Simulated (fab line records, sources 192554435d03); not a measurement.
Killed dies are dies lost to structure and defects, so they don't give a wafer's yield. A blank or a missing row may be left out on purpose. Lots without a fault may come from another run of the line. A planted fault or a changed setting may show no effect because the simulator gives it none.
Split-lot experiment | flow n5_finfet | 7 lots, 21 wafers read, on a route of 1938 steps

THE SPLIT
At N5_BEOL_M11_TRENCH_ETCH_37 (etches SiCOH lowk in C4F6/O2, target depth 148.83 nm, time 48 s), the setting bias_w was moved away from the recipe's 185 W on 8 of the 21 wafers read, by -12.2% to +16.9%. The other wafers ran this setting at the recipe's value.

The reading is taken at the split's own step.

THE READING
rf_vpp_V, in V, at N5_BEOL_M11_TRENCH_ETCH_37 (etches SiCOH lowk in C4F6/O2, target depth 148.83 nm, time 48 s). Fault-free wafers of this fab line usually give 666 V, standard deviation 6 V.

wafer  | tool, chamber at the split | bias_w as run, W | against the recipe | rf_vpp_V, V | against lot-mates on the recipe
L075.1 | rie_diel-06, 0             | 185              | recipe             | 663         | -
L075.2 | rie_diel-06, 2             | 185              | recipe             | 653         | -
L075.3 | rie_diel-06, 3             | 185              | recipe             | 670         | -
L076.2 | rie_diel-06, 2             | 185              | recipe             | 654         | -
L076.4 | rie_diel-06, 2             | 201.3            | +8.8%              | 699         | +40
L076.6 | rie_diel-06, 0             | 185              | recipe             | 664         | -
L081.2 | rie_diel-03, 0             | 185              | recipe             | 671         | -
L081.3 | rie_diel-03, 1             | 185              | recipe             | 671         | -
L081.6 | rie_diel-03, 0             | 185              | recipe             | 672         | -
L086.1 | rie_diel-03, 1             | 162.4            | -12.2%             | 606         | -61
L086.3 | rie_diel-03, 2             | 162.4            | -12.2%             | 606         | -61
L086.5 | rie_diel-03, 3             | 185              | recipe             | 667         | -
L087.3 | rie_diel-06, 1             | 204.1            | +10.3%             | 723         | no lot-mate on the recipe
L087.4 | rie_diel-06, 0             | 204.1            | +10.3%             | 715         | no lot-mate on the recipe
L087.5 | rie_diel-06, 2             | 204.1            | +10.3%             | 706         | no lot-mate on the recipe
L091.2 | rie_diel-03, 0             | 185              | recipe             | 672         | -
L091.3 | rie_diel-03, 3             | 216.2            | +16.9%             | 754         | +82
L091.4 | rie_diel-03, 2             | 216.2            | +16.9%             | 761         | +89
L092.1 | rie_diel-06, 3             | 185              | recipe             | 667         | -
L092.4 | rie_diel-06, 1             | 185              | recipe             | 669         | -
L092.6 | rie_diel-06, 3             | 185              | recipe             | 668         | -

THE FIT
A straight line over all 21 wafers: rf_vpp_V changes by +5.02 V for each +1% of bias_w; r = +0.98; the points scatter about the line by 6.9 V.
The same after taking each lot's own level away (the mean of its wafers on the recipe; 18 wafers): +5 V for each +1%; r = +0.99; scatter 3.9 V.
On that fit, the largest move of bias_w shifts the reading by 84 V.
The lots' own levels span 659.0 to 672.0 V, that is 2.2 times the standard deviation above.
So the lot-to-lot level changes the slope little: the two slopes agree.
Check: with one of the wafers moved furthest among these (+16.9%) left out of the fit, the line predicts +85.4 V for it against its lot-mates. It came out at +82 V against them.
Tool readings at the split's step, against how far the setting was moved: rf_vpp_V r = +0.98.

OTHER SPLITS ON THESE WAFERS
These wafers also went through other splits before the reading. Each is held against what the fit with the lots' levels taken away leaves over:
other split on the same wafers | wafers away from the commonest value | r with rf_vpp_V (lot level and that fit taken away)
N5_BEOL_M10_PEB_26 peb_time_s  | 9                                    | -0.20
N5_BEOL_M11_ETCH_66 time_s     | 7                                    | -0.31

THE FILE'S OWN FIT
rf_vpp_V changes by +4.96 V for each +1% of bias_w, r = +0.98.
